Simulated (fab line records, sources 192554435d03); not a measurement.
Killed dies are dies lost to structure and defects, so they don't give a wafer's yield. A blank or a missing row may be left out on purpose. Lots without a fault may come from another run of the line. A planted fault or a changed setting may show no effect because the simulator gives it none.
Problem report in the 8D (eight disciplines) form, filled by code | flow n5_finfet | the parts of the form that need people (team, actions taken, sign-off) are left out

1. THE PROBLEM
cathode_dc_power_W at N5_BEOL_M15_SPUTTER_43 reads a mean of 16612 W on 6 wafers of 2 lots; wafers without a fault read 15000 W with a standard deviation of 3. That is +99 or more standard deviations from the usual mean.
The step: material TaN, target thk 15 nm, time 24.19 s.
First seen on wafer L399.1, day 16 22:47, on pvd_sputter-03. The record holds 18 wafers of 6 lots with a number at this step. Rule for "out", or "out of limits": more than 4 standard deviations from the usual mean. The other wafers with a number count as sound.

2. WHAT IT IS AND WHAT IT IS NOT
question                    | is                     | is not
which readings at this step | cathode_dc_power_W     | throttle_valve_pct
which lots                  | L399, L400             | L390, L391, L408, L409
which wafers of those lots  | all that have a number | -
read on which tools         | pvd_sputter-03         | pvd_sputter-01, pvd_sputter-02
when                        | from day 16 22:47      | up to then (6 sound wafers); but 6 sound wafers of L408, L409 came after

3. SUSPECTS, AND WHAT RULES EACH OUT
Counting: a tool at a process step up to the reading stays a suspect if it ran every lot that is out and no sound lot after the first of them.
- pvd_sputter-03 at N5_BEOL_M15_DEGAS_41 (time 60 s): kept. It ran every lot that is out, first L399 (day 16 22:42), and no sound lot after that; its last sound lot up to then is L390 (day 12 18:12).
- pvd_sputter-03 at N5_BEOL_M15_PRE_CLEAN_42 (time 30 s): kept. It ran every lot that is out, first L399 (day 16 22:44), and no sound lot after that; its last sound lot up to then is L390 (day 12 18:14).
- pvd_sputter-03 at N5_BEOL_M15_SPUTTER_43 (material TaN, target thk 15 nm, time 24.19 s): kept. It ran every lot that is out, first L399 (day 16 22:47), and no sound lot after that; its last sound lot up to then is L390 (day 12 18:17). Its own readings are out on those wafers: cathode_dc_power_W.
Left after counting: pvd_sputter-03 at N5_BEOL_M15_DEGAS_41, pvd_sputter-03 at N5_BEOL_M15_PRE_CLEAN_42, pvd_sputter-03 at N5_BEOL_M15_SPUTTER_43.

4. THE CAUSE (what the simulator had put in)
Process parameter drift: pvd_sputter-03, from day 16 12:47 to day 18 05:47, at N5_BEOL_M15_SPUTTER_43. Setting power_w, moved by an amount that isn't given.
Counting left 3 suspects, and this tool is among them.

5. THE CHAIN OF EFFECTS, in route order
Each row: a reading whose mean over the struck wafers that have a number lies more than 3 standard deviations from the usual. Only readings for which the record gives a usual standard deviation are gone through. hours: the time from each lot's start at the first step in this table that gives one to its start at this step, as a median over the lots. sigmas: the change in usual standard deviations.
hours | step                   | reading            | usual   | on struck wafers | change | sigmas
0     | N5_BEOL_M15_SPUTTER_43 | cathode_dc_power_W | 15000 W | 16612            | +1612  | +99 or more
The process steps in it:
- N5_BEOL_M15_SPUTTER_43: material TaN, target thk 15 nm, time 24.19 s.
Later measuring or inspecting steps at which every struck wafer that the step has a row for has a number for every such reading, and none has moved that far: N5_BEOL_M15_THK_MEAS_50.

6. WHAT WOULD HAVE CAUGHT IT SOONER
In this record the first reading out of limits was taken at day 16 22:47, 10 hours after the fault began at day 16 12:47.
